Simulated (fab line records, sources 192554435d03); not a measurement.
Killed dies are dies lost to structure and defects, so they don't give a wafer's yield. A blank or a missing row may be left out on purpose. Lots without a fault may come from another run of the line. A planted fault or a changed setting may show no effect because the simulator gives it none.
One fault seen from 2 desks | flow n5_finfet | each desk has only its own numbers; what lay behind them comes last

THE TOOL OWNER'S DESK: pvd_sputter-03
The tool's own readings at N5_BEOL_M1_ANNEAL_87 (time 240 s): means of the sampled wafers that have a number, for each lot that ran on this tool. A lot is out of limits, marked OUT, if its mean lies more than 4 standard deviations from the usual mean; the brackets give that distance.
Columns: A = heater_power_w at N5_BEOL_M1_ANNEAL_87, usual 800 W; B = susceptor_temp_C at N5_BEOL_M1_ANNEAL_87, usual 400.00 C
lot  | first seen here | A   | B
L417 | day 6 13:04     | 808 | 400.10
L424 | day 8 14:09     | 865 | 400.17
L437 | day 11 13:21    | 815 | 399.82
L438 | day 12 03:45    | 802 | 400.17
L439 | day 12 15:11    | 764 | 400.06
This desk's finding: nothing out of limits on any of the 5 lots.

THE METROLOGY DESK
What the gauges read, lot by lot, whatever tool the lot ran on: means of the sampled wafers that have a number. A lot is out of limits, marked OUT, if its mean lies more than 4 standard deviations from the usual mean; the brackets give that distance. Of its 10 readings 7 are shown: those that lie furthest out on some lot.
Columns: A = DIBL_P at N5_BEOL_M4_RC_MEAS_101, usual 38 mV/V; B = IOFF_N at N5_BEOL_M4_RC_MEAS_101, usual 0.19 nA/um; C = IOFF_P at N5_BEOL_M4_RC_MEAS_101, usual 0.24 nA/um; D = ION_N at N5_BEOL_M4_RC_MEAS_101, usual 679 uA/um; E = SS_P at N5_BEOL_M4_RC_MEAS_101, usual 73.7 mV/dec; F = VT_N at N5_BEOL_M4_RC_MEAS_101, usual 248 mV; G = VT_P at N5_BEOL_M4_RC_MEAS_101, usual -249 mV
lot  | first seen here | A  | B    | C    | D   | E    | F   | G
L417 | day 8 02:04     | 39 | 0.18 | 0.24 | 676 | 73.8 | 251 | -250
L420 | day 8 20:35     | 40 | 0.23 | 0.29 | 691 | 73.9 | 245 | -246
L423 | day 10 05:40    | 36 | 0.15 | 0.19 | 669 | 73.3 | 252 | -252
L424 | day 10 21:11    | 37 | 0.14 | 0.20 | 660 | 73.5 | 253 | -251
L427 | day 11 12:04    | 41 | 0.26 | 0.32 | 693 | 73.9 | 244 | -246
L434 | day 12 20:11    | 37 | 0.17 | 0.23 | 677 | 73.8 | 248 | -248
L435 | day 13 00:09    | 36 | 0.18 | 0.23 | 678 | 73.7 | 247 | -250
L437 | day 13 22:26    | 41 | 0.21 | 0.26 | 683 | 74.6 | 246 | -250
L438 | day 14 00:07    | 38 | 0.17 | 0.22 | 676 | 73.9 | 251 | -251
L439 | day 14 05:08    | 38 | 0.17 | 0.23 | 683 | 73.6 | 250 | -250
This desk's finding: nothing out of limits on any of the 10 lots.

PUT TOGETHER
The tool owner's desk saw nothing out of limits.
The metrology desk saw nothing out of limits.

WHAT THE SIMULATOR HAD PUT IN
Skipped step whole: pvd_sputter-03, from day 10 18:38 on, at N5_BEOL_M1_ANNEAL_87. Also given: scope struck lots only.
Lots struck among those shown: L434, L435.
